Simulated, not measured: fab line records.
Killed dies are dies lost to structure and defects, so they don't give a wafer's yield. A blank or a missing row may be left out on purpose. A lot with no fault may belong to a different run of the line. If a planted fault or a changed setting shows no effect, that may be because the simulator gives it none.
Chamber matching	flow nandHarc	NHARC_A_ZERO_WELL_ETCH_13 on rieSi-03 has 4 sister chambers
The step etches the open film in HBr/Cl2, target depth 120 nm, time 40.1 s. 4 wafers are shown with their chamber, then 8 later ones without.

WAFERS PAIRED WITH THEIR CHAMBERS
wafer	chamber	drypumpMotorCurrentA (A)
L082.5	1	6.2
L086.2	2	6.3
L086.5	3	5.4
L088.2	0	5.8

WAFERS MISSING THEIR CHAMBER
wafer	drypumpMotorCurrentA (A)
L088.4	5.5
L088.5	6.3
L093.3	6.1
L093.5	6.3
L093.6	5.4
L094.2	5.7
L094.3	5.4
L094.4	6.1

EACH ONE'S CHAMBER
wafer	from the rows above	in truth
L088.4	3	3
L088.5	can't be placed: 2 or 1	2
L093.3	can't be placed: 1 or 2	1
L093.5	can't be placed: 2 or 1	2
L093.6	3	3
L094.2	0	0
L094.3	3	3
L094.4	can't be placed: 1 or 2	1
4 of 8 placed correctly. Not placeable from these rows: 4 (in 4, the candidates include the true chamber). Number placed wrongly: 0.
How it was worked out, from the rows above alone: a wafer's distance from a chamber is the root of the sum, over the readings, of the square of ((its reading less the chamber's mean) divided by the reading's scatter). The wafer belongs to the nearest chamber; if the next one is less than 2 further off, it can't be placed. The mean given for a chamber averages the wafers shown for that chamber. The scatter: root of mean squared gap, hidden wafer to nearest shown wafer, with one shown wafer a chamber.
